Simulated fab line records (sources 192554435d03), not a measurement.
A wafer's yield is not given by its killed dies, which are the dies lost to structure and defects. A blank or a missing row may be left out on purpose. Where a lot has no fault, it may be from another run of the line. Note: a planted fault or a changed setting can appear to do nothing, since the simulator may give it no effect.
fab line records	flow n5Finfet
record lots=11	wafers=32	lastDay=18
route steps=1938 shown BEOL_M13@1669
lots with no fault: from the same line, run without faults
startH: start of the lot's first displayed wafer, in hours after the record's first day	waitH: hours elapsed since this lot's preceding step	" repeats the value in the row above	L1.1+2: one row covering several wafers at once	- either no value or no given start	* or withheld: withheld	< > ~ a bound
route shown NAME@n: names a module that has steps shown in the file, with the first one's number in the route	usual: average and standard deviation across the fault-free wafers	same: alike in all rows	chamber/n: place in a boat	sites: the reading at each site	_std_site: the standard deviation of these	_edge_site: mean of outer sites minus mean of inner sites	radiusMm: how far each site lies from the wafer's centre	mask NAME#n: copy n	behind: the most recent tool/chamber to have shaped the wafer	hold: why the lot was held/for how many hours/how that ended	device: whichever transistor did not switch (one of n, p or np)	end of line: at the end of the route, the tests of the same wafers	a step given without rows: its recipe and nothing more	killed: not the wafer's yield, but the dies lost to structure and defects at the first sort	map: a wafer's dies, x killed, . not, _ none there
set.NAME: the setting as run; set.NAME@STEP: as run at that earlier step	model.NAME: the simulator's own value behind a step, which no gauge read
the route's steps for a sample of lots (tables are steps, rows are wafers)
services: from which hour (startH, from the record's first day; less than 0 if before it) a tool's chamber was out of use, for how many hours, and why
## steps
# step N5_BEOL_M13_CD_MEAS_10
# recipe targetCdNm=190	landingEnergyEv=500	detector=seInlens	polarity=opening
# usual cdNm=190.1/1.6
lot.wafer	tool	chamber	startH	waitH	cdNm
L701.4	cdSem-03	0	235.55	-	186.5
L701.5	"	0	"	"	187.9
L701.6	"	0	"	"	188.9
L702.1	cdSem-02	0	244.15	-	188.9
L702.2	"	0	"	"	189.9
L702.6	"	0	"	"	190.6
L708.1	cdSem-03	0	280.38	-	189.5
L708.3	"	0	"	"	190.8
L708.5	"	0	"	"	188.1
L709.1	cdSem-03	0	292.85	-	188.7
L709.2	"	0	"	"	187.8
L709.3	"	0	"	"	187.3
L714.2	cdSem-03	0	311.74	-	188.4
L714.5	"	0	"	"	188.5
L714.6	"	0	"	"	189.3
L718.1	cdSem-01	0	351.29	-	191.4
L718.3	"	0	"	"	190.2
L718.6	"	0	"	"	188.9
L719.2	cdSem-02	0	358.92	-	191.5
L719.4	"	0	"	"	189.6
L719.6	"	0	"	"	191.6
L723.1	cdSem-02	0	377.62	-	187.9
L723.2	"	0	"	"	189.0
L723.3	"	0	"	"	190.5
L721.1	cdSem-01	0	390.68	-	191.0
L721.2	"	0	"	"	189.3
L721.6	"	0	"	"	191.2
L722.1	cdSem-03	0	391.05	-	188.9
L722.3	"	0	"	"	192.4
L724.2	cdSem-03	0	403.27	-	189.4
L724.4	"	0	"	"	190.3
L724.6	"	0	"	"	187.9
# step N5_BEOL_M13_CD_MEAS_17
# recipe targetCdNm=190	polarity=opening
# usual cdNm=190.5/1.7
lot.wafer	tool	chamber	startH	waitH	cdNm
L701.4	cdSem-01	-	236.24	0.0	187.0
L701.5	"	-	"	"	189.7
L701.6	"	-	"	"	190.4
L702.1	cdSem-01	-	244.77	0.0	189.4
L702.2	"	-	"	"	189.0
L702.6	"	-	"	"	189.7
L708.1	cdSem-02	-	281.14	0.0	188.8
L708.3	"	-	"	"	190.6
L708.5	"	-	"	"	187.0
L709.1	cdSem-01	-	293.47	0.0	190.9
L709.2	"	-	"	"	188.0
L709.3	"	-	"	"	189.8
L714.2	cdSem-03	-	312.56	0.0	189.7
L714.5	"	-	"	"	188.5
L714.6	"	-	"	"	192.0
L718.1	cdSem-02	-	352.08	0.0	191.9
L718.3	"	-	"	"	190.4
L718.6	"	-	"	"	190.5
L719.2	cdSem-01	-	359.66	0.0	191.2
L719.4	"	-	"	"	190.0
L719.6	"	-	"	"	191.0
L723.1	cdSem-03	-	378.29	0.0	187.5
L723.2	"	-	"	"	189.6
L723.3	"	-	"	"	190.2
L721.1	cdSem-02	-	391.29	0.0	191.7
L721.2	"	-	"	"	190.5
L721.6	"	-	"	"	191.8
L722.1	cdSem-01	-	391.67	0.0	189.5
L722.3	"	-	"	"	192.4
L724.2	cdSem-03	-	403.88	0.0	190.5
L724.4	"	-	"	"	191.8
L724.6	"	-	"	"	188.6
# step N5_BEOL_M13_ETCH_67
# recipe chemistry=CF4	target=SiARC	targetDepthA=1430	timeS=238.3	ionEnergyEv=80	pressureMtorr=40	sourceW=545	biasW=36	Ar_flow_sccm=100	cf4FlowSccm=100	ends=cleared
# usual biasW=36.00/0.11	cf4FlowSccm=100.0/0.34	drypumpMotorCurrentA=5.7/0.38	etchRfOnTimeS=238/5.2	oesProductAu=0.68/0.076	rfVppV=184.2/1.1	showerheadPlenumPTorr=2.14/0.068	throttleValvePct=15.56/0.24
lot.wafer	tool	chamber	startH	waitH	biasW	cf4FlowSccm	drypumpMotorCurrentA	etchRfOnTimeS	oesProductAu	rfHoursCounterH	rfVppV	showerheadPlenumPTorr	throttleValvePct
L701.4	rieDiel-01	2	236.68	0.0	35.97	100.4	5.6	235	0.62	198	182.4	2.13	15.47
L701.5	"	0	"	"	35.98	100.6	5.4	235	0.67	-	184.5	2.16	15.89
L701.6	"	3	"	"	35.94	99.9	5.9	239	0.69	-	185.0	2.24	15.56
L702.1	rieDiel-02	2	245.34	0.0	36.24	100.0	5.8	240	0.60	213	185.8	2.20	15.77
L702.2	"	3	"	"	36.04	99.5	6.4	249	0.55	247	183.8	2.10	15.76
L702.6	"	3	"	"	35.96	99.8	6.4	250	0.55	-	182.0	2.10	15.76
L708.1	rieDiel-02	1	281.95	0.0	35.85	99.8	5.2	239	0.62	197	184.7	2.04	15.37
L708.3	"	0	"	"	35.92	100.7	5.9	232	0.81	11	185.2	2.27	15.71
L708.5	"	0	"	"	35.94	100.6	5.9	229	0.82	-	184.5	2.27	15.72
L709.1	rieDiel-02	3	293.92	0.0	35.99	100.1	6.4	251	0.81	2	183.6	2.10	15.28
L709.2	"	0	"	"	36.15	69.6	5.9	245	0.77	15	185.4	2.04	14.45
L709.3	"	2	"	"	36.11	100.7	5.8	244	0.59	231	184.6	2.19	15.80
L714.2	rieDiel-06	0	313.01	0.0	35.84	99.6	5.9	233	0.76	37	183.4	2.09	15.38
L714.5	"	2	"	"	36.16	100.0	5.2	237	0.59	-	184.2	2.21	15.99
L714.6	"	3	"	"	36.00	100.5	5.5	233	0.71	-	185.4	2.16	15.40
L718.1	rieDiel-06	3	352.53	0.0	35.99	100.1	5.5	231	0.69	95	183.7	2.15	15.43
L718.3	"	2	"	"	36.21	99.5	5.2	234	0.58	251	184.3	2.20	16.01
L718.6	"	0	"	"	36.04	100.2	5.9	234	0.73	-	183.8	2.09	15.40
L719.2	rieDiel-06	3	361.18	0.0	35.86	100.3	5.5	231	0.69	98	184.9	2.15	15.44
L719.4	"	1	"	"	35.98	100.5	5.5	236	0.76	-	184.7	2.09	15.21
L719.6	"	3	"	"	36.09	100.1	5.5	232	0.69	-	183.6	2.15	15.44
L723.1	rieDiel-02	3	378.88	0.0	36.03	100.6	6.4	247	0.78	16	184.7	2.10	15.31
L723.2	"	1	"	"	36.12	100.1	5.2	238	0.60	236	181.9	2.03	15.45
L723.3	"	1	"	"	36.17	99.9	5.2	238	0.60	-	182.2	2.03	15.45
L721.1	rieDiel-01	1	391.74	0.0	35.99	99.8	6.4	246	0.68	87	182.9	2.09	15.53
L721.2	"	0	"	"	35.92	99.2	5.4	239	0.63	139	184.0	2.15	15.96
L721.6	"	3	"	"	36.04	100.2	5.9	244	0.66	-	185.3	2.23	15.63
L722.1	rieDiel-06	0	392.25	0.0	36.12	99.9	5.9	242	0.71	63	183.4	2.08	15.41
L722.3	"	1	"	"	36.13	99.9	5.5	240	0.74	44	184.0	2.09	15.22
L724.2	rieDiel-06	1	404.72	0.0	35.97	100.0	5.5	236	0.75	48	183.1	2.09	15.23
L724.4	"	0	"	"	36.02	99.8	5.9	235	0.71	67	182.7	2.08	15.43
L724.6	"	0	"	"	35.83	99.8	5.9	234	0.72	-	183.1	2.08	15.41
# step N5_BEOL_M13_STRIP_37
# recipe chemistry=N2/H2	powerW=1000	tempC=250	h2Frac=0.65	overashFraction=0.3	pressureMtorr=withheld	n2FlowSccm=1750	h2FlowSccm=3250
# usual drypumpMotorCurrentA=5.6/0.37	heaterPowerW=329/34	oesProductAu=0.784/0.011
lot.wafer	tool	chamber	startH	waitH	drypumpMotorCurrentA	heaterPowerW	oesProductAu	rfHoursCounterH
L701.4	plasmaAsher-02	1	237.28	0.1	4.9	314	0.772	-
L701.5	"	0	"	"	5.9	387	0.780	-
L701.6	"	1	"	"	5.0	325	0.807	-
L702.1	plasmaAsher-01	1	245.93	0.0	5.9	331	0.787	127
L702.2	"	0	"	"	5.7	303	0.786	127
L702.6	"	1	"	"	5.9	326	0.775	-
L708.1	plasmaAsher-02	0	282.53	0.0	5.9	394	0.770	75
L708.3	"	1	"	"	5.0	311	0.780	-
L708.5	"	1	"	"	5.0	308	0.784	-
L709.1	plasmaAsher-01	1	294.50	0.0	5.9	317	0.787	136
L709.2	"	0	"	"	5.7	307	0.776	136
L709.3	"	1	"	"	5.9	331	0.808	-
L714.2	plasmaAsher-02	1	313.59	0.0	4.9	314	0.771	79
L714.5	"	0	"	"	5.9	395	0.784	-
L714.6	"	1	"	"	4.9	322	0.782	-
L718.1	plasmaAsher-01	1	353.11	0.0	5.9	320	0.775	150
L718.3	"	1	"	"	5.9	325	0.769	-
L718.6	"	1	"	"	5.9	326	0.765	-
L719.2	plasmaAsher-01	1	361.77	0.0	5.9	331	0.790	151
L719.4	"	1	"	"	5.9	322	0.776	-
L719.6	"	1	"	"	5.9	318	0.774	-
L723.1	plasmaAsher-02	1	379.85	0.2	5.0	309	0.788	91
L723.2	"	0	"	"	5.9	383	0.777	91
L723.3	"	1	"	"	5.0	318	0.779	-
L721.1	plasmaAsher-02	1	392.32	0.0	5.0	320	0.778	93
L721.2	"	0	"	"	5.9	387	0.815	93
L721.6	"	0	"	"	5.9	396	0.805	-
L722.1	plasmaAsher-01	0	392.83	0.0	5.7	301	0.768	157
L722.3	"	0	"	"	5.7	296	0.780	-
L724.2	plasmaAsher-02	0	405.31	0.0	5.9	383	0.767	95
L724.4	"	0	"	"	6.0	389	0.764	-
L724.6	"	0	"	"	5.9	389	0.773	-
## services
tool	chamber	startH	hours	kind
plasmaAsher-01	-	213.28	3.2	repair
rieDiel-02	0	230.12	-	clean
rieDiel-02	0	230.12	-	consumableReplace:focusRing
rieDiel-02	0	230.12	-	consumableReplace:showerhead
rieDiel-02	0	230.12	22.2	scheduledDown
plasmaAsher-02	-	233.27	2.8	pm
rieDiel-06	1	250.77	15.2	repair
plasmaAsher-02	-	301.30	11.8	repair
rieDiel-01	1	306.06	3.2	repair
rieDiel-01	2	317.52	13.2	repair
rieDiel-06	1	324.83	6.5	repair
rieDiel-06	0	329.54	6.8	repair
rieDiel-01	-	331.02	28.1	pm
rieDiel-02	3	337.71	39.6	repair
rieDiel-06	1	347.24	8.0	repair
rieDiel-06	2	355.21	-	clean
rieDiel-06	2	355.21	-	consumableReplace:focusRing
rieDiel-06	2	355.21	19.9	scheduledDown
rieDiel-06	2	355.21	19.9	ventCycle
rieDiel-01	1	364.05	3.9	repair
rieDiel-02	2	370.56	11.4	repair
rieDiel-02	0	374.23	10.2	repair
rieDiel-01	3	376.43	7.4	repair
rieDiel-06	2	390.90	3.9	repair
## key
firstSign step=N5_BEOL_M13_ETCH_67	reading=cf4FlowSccm	direction=down	sigmas=91	usual=100.0	struck=69.6
effect step=N5_BEOL_M13_ETCH_67	reading=throttleValvePct	direction=down	sigmas=4.7	usual=*	struck=*
metAt N5_BEOL_M13_ETCH_67
struckLots L709
struckWafers L709.2
notActingAt N5_BEOL_M13_CD_MEAS_10,N5_BEOL_M13_CD_MEAS_17,N5_BEOL_M13_STRIP_37
onsetBetween 281.95 293.92
fault kind=processParameterDrift	tool=rieDiel-02	chamber=0	onsetH=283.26	steps=N5_BEOL_M13_ETCH_67	channel=cf4FlowSccm	offset=-30	shape=step	endH=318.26	actsIn=theseRecipesOnly	stated=100
